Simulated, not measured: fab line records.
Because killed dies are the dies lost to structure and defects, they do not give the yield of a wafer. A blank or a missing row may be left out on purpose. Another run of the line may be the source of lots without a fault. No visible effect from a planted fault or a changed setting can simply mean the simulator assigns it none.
Matching of chambers    flow n5-finfet    N5_BEOL_M10_VIA_ETCH_34 on rie-diel-01: 4 sister chambers
The step etches SiCOH lowk in C4F6/O2, target depth 184.5 nm, time 69.2 s. 14 wafers are shown with their chamber, then 7 later ones without.

WAFERS WITH THEIR CHAMBER
wafer   chamber  drypump-motor-current-A (A)  showerhead-plenum-p-Torr (Torr)  rf-vpp-V (V)
L076.2  2        6.1                          3.00                             676
L076.3  0        5.3                          2.99                             685
L076.5  2        6.1                          3.00                             677
L086.4  0        5.3                          2.98                             686
L086.5  3        5.7                          2.76                             659
L086.6  2        6.1                          2.98                             676
L087.2  0        5.2                          2.98                             685
L087.4  2        6.1                          2.98                             676
L087.5  0        5.3                          2.98                             683
L091.1  0        5.2                          2.98                             686
L091.3  3        5.7                          2.75                             658
L091.6  2        6.1                          2.98                             676
L094.1  3        5.7                          2.75                             659
L094.2  1        5.9                          2.91                             670

SIGNATURES (means of the wafers above)
reading                   chamber 0  chamber 1  chamber 2  chamber 3  scatter within a chamber
drypump-motor-current-A   5.260      5.900      6.100      5.700      0.0346
showerhead-plenum-p-Torr  2.9820     2.9100     2.9880     2.7533     0.00792
rf-vpp-V                  685.00     670.00     676.20     658.67     0.864
Rule: a wafer's distance from a chamber is the root of the sum, over the readings, of the square of ((its reading less the chamber's mean) divided by the reading's scatter). The wafer belongs to the nearest chamber; if the next one is less than 2 further off, it can't be placed. The scatter: the root of (the sum of the squares of (reading less its chamber's mean) over the shown wafers, divided by (wafers less chambers)).

WAFERS WHOSE CHAMBER IS MISSING
wafer   drypump-motor-current-A (A)  showerhead-plenum-p-Torr (Torr)  rf-vpp-V (V)
L094.3  6.1                          2.98                             677
L095.2  5.9                          2.91                             668
L095.3  5.7                          2.75                             658
L095.6  5.9                          2.91                             668
L096.4  5.3                          2.97                             682
L096.5  6.1                          2.97                             675
L096.6  5.9                          2.90                             668

CHAMBER TAKEN BY EACH
wafer   from the rows above  in truth
L094.3  2                    2
L095.2  1                    1
L095.3  3                    3
L095.6  1                    1
L096.4  0                    0
L096.5  2                    2
L096.6  1                    1
7 of 7 placed correctly. Not placeable from these rows: 0. Placed wrongly: 0.
